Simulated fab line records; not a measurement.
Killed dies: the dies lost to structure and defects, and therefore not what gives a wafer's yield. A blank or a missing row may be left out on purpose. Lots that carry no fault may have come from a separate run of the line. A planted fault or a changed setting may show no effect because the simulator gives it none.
Check of tool commonality -- flow n5 finfet -- 21 wafers sampled across 7 lots

THE REASON FOR OPENING IT
Flagged at N5_SD_EPI_N_INSPECT_26: reading raw defect count, on 2 of 7 lots. No-fault wafers: 204, standard deviation 39.
Rule: a lot gets a flag if all its wafers with a number sit over 4 standard deviations from that mean, or if no wafer of it has a number. The other lots count as sound.

lot,measured,on,"raw defect count, wafer by wafer",flag
L367,day 3 15:56,defect inspect-02,224 294 279,
L375,day 5 18:34,defect inspect-02,273 210 248,
L379,day 6 19:53,defect inspect-02,165 176 160,
L380,day 6 22:13,defect inspect-01,172 155 175,
L381,day 7 05:16,defect inspect-02,805 829 843,FLAGGED
L382,day 7 10:01,defect inspect-01,899 851 791,FLAGGED
L388,day 8 21:28,defect inspect-01,166 164 149,
On average the flagged lots' numbers are 836, which is +632 against the usual, or +16 standard deviations.

TOOL THAT RAN EACH LOT
2 process steps preceding the reading are held in the record, out of 1938 steps in the route. Cell contents, in order: the tool; ch with the chambers the sampled wafers went through; the start.
lot,flag,N5_SD_EPI_N_ETCH_35,N5_SD_EPI_N_STRIP_18
L367,,"rie diel-02 ch 1,2,3, day 3 12:05","wet bench-02 ch 2,3,5, day 3 12:52"
L375,,"rie diel-06 ch 1,2, day 5 13:57","wet bench-02 ch 0,4,5, day 5 14:44"
L379,,"rie diel-02 ch 1,3, day 6 15:35","wet bench-03 ch 0,2,7, day 6 16:22"
L380,,"rie diel-04 ch 1,2,3, day 6 18:22","wet bench-05 ch 2,4,5, day 6 19:09"
L381,FLAGGED,"rie diel-06 ch 1,2, day 7 01:25","wet bench-02 ch 3,6,7, day 7 02:12"
L382,FLAGGED,"rie diel-04 ch 1,2,3, day 7 06:19","wet bench-02 ch 0,1,6, day 7 06:56"
L388,,"rie diel-04 ch 0,1,2, day 8 17:36","wet bench-03 ch 3,6,7, day 8 18:23"
What these steps do:
- N5_SD_EPI_N_ETCH_35: etches SOC in N2/H2, overetch 108 nm, time 486 s.
- N5_SD_EPI_N_STRIP_18: strips in SPM, time 750 s.
- N5_SD_EPI_N_INSPECT_26: inspects for defects (darkfield).

FLAGGED AGAINST TOTAL, ONE TOOL AT A TIME (gauges that did the reading follow at the end)
step,tool,lots run,flagged,share of the flagged lots,sound lots run after its first flagged lot
N5_SD_EPI_N_ETCH_35,rie diel-02,2,0,none,-
N5_SD_EPI_N_ETCH_35,rie diel-04,3,1,some,1 (L388)
N5_SD_EPI_N_ETCH_35,rie diel-06,2,1,some,0
N5_SD_EPI_N_STRIP_18,wet bench-02,4,2,all,0
N5_SD_EPI_N_STRIP_18,wet bench-03,2,0,none,-
N5_SD_EPI_N_STRIP_18,wet bench-05,1,0,none,-
N5_SD_EPI_N_INSPECT_26,defect inspect-01,3,1,some,1 (L388)
N5_SD_EPI_N_INSPECT_26,defect inspect-02,4,1,some,0

WHAT THE TABLE PERMITS
In the table, 1 row covers all flagged lots: wet bench-02 at N5_SD_EPI_N_STRIP_18.
- wet bench-02 at N5_SD_EPI_N_STRIP_18: 2 of its 4 lots flagged. It ran its last sound lot, L375, at day 5 14:44 and its first flagged lot, L381, at day 7 02:12: a fault with its onset between the two fits.
Just one tool remains: wet bench-02 at N5_SD_EPI_N_STRIP_18.

WHAT HAD BEEN PUT IN BY THE SIMULATOR
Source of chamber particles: wet bench-02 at N5_SD_EPI_N_STRIP_18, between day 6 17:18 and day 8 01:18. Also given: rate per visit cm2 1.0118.
Shown lots that were struck: L381, L382. This agrees with what the rule above found.
